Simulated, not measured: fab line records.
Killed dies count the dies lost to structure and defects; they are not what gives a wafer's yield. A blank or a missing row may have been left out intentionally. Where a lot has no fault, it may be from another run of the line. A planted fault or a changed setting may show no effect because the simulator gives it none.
The same fault as seen by 2 desks :: flow n5Finfet :: numbers are kept per desk, each desk with only its own; the story behind them comes last

## AT THE METROLOGY DESK
Means of the sampled wafers that have a number, per lot and without regard to the tool the lot ran on: this is what the gauges read. The brackets show how far a lot's mean lies from the usual mean; more than 4 standard deviations puts the lot out of limits, marked OUT.
Columns: A = trenchDepthNm at N5_BEOL_M0_OCD_MEAS_108, usual 32.8 nm; B = M0_RS at N5_BEOL_M0_RS_MEAS_126, usual 0.526 ohm/sq; C = M1_ILD_THK at N5_BEOL_M1_THK_MEAS_01, usual 79.6 nm
lot: L768
first seen here: day 6 14:19
A: 33.1
B: 0.534
C: 79.5

lot: L774
first seen here: day 8 03:55
A: 33.0
B: 0.527
C: 79.1

lot: L775
first seen here: day 8 09:28
A: 33.1
B: 0.521
C: 79.9

lot: L777
first seen here: day 11 10:37
A: 32.9
B: 0.536
C: 79.2

lot: L785
first seen here: day 11 14:26
A: 33.3
B: 0.531
C: 79.9
This desk's finding: nothing out of limits on any of the 5 lots.

## THE TOOL OWNER'S DESK: pvdSputter-02
The tool's own readings at N5_BEOL_M0_SPUTTER_116 (material Cu, target thk 4 nm, time 7.37 s): means of the sampled wafers that have a number, for each lot that ran on this tool. The brackets show how far a lot's mean lies from the usual mean; more than 4 standard deviations puts the lot out of limits, marked OUT.
Columns: A = chuckGasFlowSccm at N5_BEOL_M0_SPUTTER_116, usual 1.26 sccm; B = throttleValvePct at N5_BEOL_M0_SPUTTER_116, usual 30.2 %
lot: L774
first seen here: day 8 06:55
A: 1.28
B: 29.6

lot: L785
first seen here: day 11 15:50
A: 1.28
B: 30.5
This desk's finding: nothing out of limits on any of the 2 lots.

## ALL TOGETHER
Nothing out of limits was seen by the metrology desk.
Nothing out of limits was seen by the tool owner's desk.

## WHAT THE SIMULATOR HAD INSERTED
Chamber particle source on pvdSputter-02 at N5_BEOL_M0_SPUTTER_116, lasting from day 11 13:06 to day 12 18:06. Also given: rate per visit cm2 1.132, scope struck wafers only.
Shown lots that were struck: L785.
